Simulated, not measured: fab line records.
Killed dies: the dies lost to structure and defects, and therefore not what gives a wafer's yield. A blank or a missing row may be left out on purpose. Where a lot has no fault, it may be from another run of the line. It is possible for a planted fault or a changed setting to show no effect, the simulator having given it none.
Chamber matching -- flow nand-harc -- cmp-01 running NHARC_A_STAIRCASE_CMP_152: 4 sister chambers
The step polishes. 22 wafers are shown with their chamber, then 11 later ones without.

== EACH WAFER AND ITS CHAMBER ==
wafer,chamber,motor-current-A (A)
L078.2,0,10.1
L078.5,1,13.2
L078.6,2,11.0
L077.1,3,11.5
L077.3,1,13.8
L077.5,1,13.2
L079.1,0,10.6
L079.2,2,11.6
L079.6,3,11.0
L081.3,1,12.4
L081.4,3,11.3
L081.6,1,13.4
L082.1,2,11.5
L082.4,1,13.4
L082.5,2,12.0
L083.2,0,10.3
L083.4,2,11.7
L083.5,3,10.9
L086.1,0,10.2
L086.2,2,11.7
L086.3,1,13.8
L085.4,2,10.7

SIGNATURES (averages over the wafers above)
reading,chamber 0,chamber 1,chamber 2,chamber 3,scatter within a chamber
motor-current-A,10.300,13.314,11.457,11.175,0.404
Rule: for a wafer and a chamber, the distance is found by dividing, reading by reading, the gap between the wafer's reading and the chamber's mean by the reading's scatter, squaring, summing and taking the root. The wafer belongs to the nearest chamber; if the next one is less than 2 further off, it can't be placed. The scatter: take each reading less its chamber's mean, square it, sum over the shown wafers, divide by the number of wafers less the number of chambers, and take the root.

== WAFERS WITH NO CHAMBER GIVEN ==
wafer,motor-current-A (A)
L085.5,11.5
L085.6,13.6
L095.2,12.8
L095.4,11.5
L095.6,12.7
L089.1,10.8
L089.3,11.1
L089.6,10.2
L094.1,11.1
L094.4,12.5
L094.6,11.5

== CHAMBER TAKEN BY EACH ==
wafer,from the rows above,in truth
L085.5,can't be placed: 2 or 3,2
L085.6,1,1
L095.2,1,1
L095.4,can't be placed: 2 or 3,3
L095.6,can't be placed: 1 or 2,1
L089.1,can't be placed: 3 or 0 or 2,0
L089.3,can't be placed: 3 or 2 or 0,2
L089.6,0,0
L094.1,can't be placed: 3 or 2 or 0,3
L094.4,can't be placed: 1 or 2 or 3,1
L094.6,can't be placed: 2 or 3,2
Placed correctly: 3 of 11. These rows do not allow placing 8 (true chamber among the candidates in 8). Wrongly placed: 0.
